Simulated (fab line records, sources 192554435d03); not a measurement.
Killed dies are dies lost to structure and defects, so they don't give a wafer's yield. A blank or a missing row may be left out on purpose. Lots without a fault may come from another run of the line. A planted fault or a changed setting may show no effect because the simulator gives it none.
Which tool did it? | flow n5_finfet | 12 lots, 36 wafers sampled, at 3 steps of a route of 1938

WHAT THE GAUGES READ, wafer by wafer
N5_HKMG_FIN_INSPECT_61: inspects for defects (macro).
lot  | measured    | on                | raw_defect_count
L075 | day 4 05:40 | defect_inspect-02 | 0 3 0
L077 | day 4 18:11 | defect_inspect-02 | 6 3 5
L079 | day 5 06:31 | defect_inspect-02 | 3 0 2
L081 | day 5 18:38 | defect_inspect-01 | 1 3 2
L083 | day 6 13:25 | defect_inspect-01 | 1 4 3
L085 | day 6 18:08 | defect_inspect-01 | 2 2 2
L088 | day 7 09:53 | defect_inspect-01 | 3 0 2
L089 | day 7 18:34 | defect_inspect-02 | 1 0 1
L091 | day 8 11:42 | defect_inspect-02 | 3 2 5
L094 | day 9 02:35 | defect_inspect-02 | 3 0 0
L095 | day 9 09:05 | defect_inspect-01 | 1 2 1
L097 | day 9 21:32 | defect_inspect-01 | 1 0 0

WHICH TOOL RAN EACH LOT (tool, then ch and the chambers of the sampled wafers, then the start)
lot  | N5_SDB_HM_DEP_00               | N5_SDB_ETCH_25
L075 | pecvd-02 ch 1,2, day 3 23:41   | rie_diel-06 ch 0,2, day 4 00:42
L077 | pecvd-01 ch 0,1, day 4 12:13   | rie_diel-04 ch 0,1,2, day 4 13:19
L079 | pecvd-02 ch 0,1,2, day 4 23:58 | rie_diel-04 ch 1,2,3, day 5 01:27
L081 | pecvd-02 ch 0,2, day 5 12:44   | rie_diel-06 ch 1,2,3, day 5 13:48
L083 | pecvd-03 ch 0,1, day 6 03:27   | rie_diel-04 ch 0,1,3, day 6 05:01
L085 | pecvd-02 ch 0,2, day 6 12:16   | rie_diel-04 ch 0,1,3, day 6 13:12
L088 | pecvd-01 ch 0,1,2, day 7 03:50 | rie_diel-06 ch 0,1,3, day 7 04:53
L089 | pecvd-02 ch 1,2, day 7 12:16   | rie_diel-06 ch 1, day 7 13:33
L091 | pecvd-03 ch 0,2, day 8 05:22   | rie_diel-04 ch 0,2,3, day 8 06:19
L094 | pecvd-02 ch 0,1,2, day 8 19:40 | rie_diel-05 ch 0,1, day 8 21:37
L095 | pecvd-01 ch 0,1,2, day 9 03:07 | rie_diel-05 ch 0,2,3, day 9 04:11
L097 | pecvd-02 ch 0,1, day 9 14:19   | rie_diel-04 ch 2,3, day 9 15:46
- N5_SDB_HM_DEP_00: deposits SiNx from SiH4/NH3/N2, target thk 40 nm, time 35.3 s.
- N5_SDB_ETCH_25: etches SiO2 in C4F6/O2, target depth 10 nm, time 3.3 s.

THE ANSWER, worked out from the rows above alone
Rule: what is usual is taken from the lots themselves. Put in order of their means at a reading, lots are off if they are a third of the lots or fewer, leave a main group of 4 or more, and stand apart from it by a gap of 3 or more times the standard deviation of the main group's means; of several such gaps the widest counts. A main group whose means are all the same, to the digits that the tables above print for the reading, isn't used. A lot without any number at a reading at which 4 lots or more have one is off too. The other lots that the step has rows for count as sound.
No lot is off at any reading shown: from this, nothing can be told.

WHAT THE SIMULATOR HAD PUT IN
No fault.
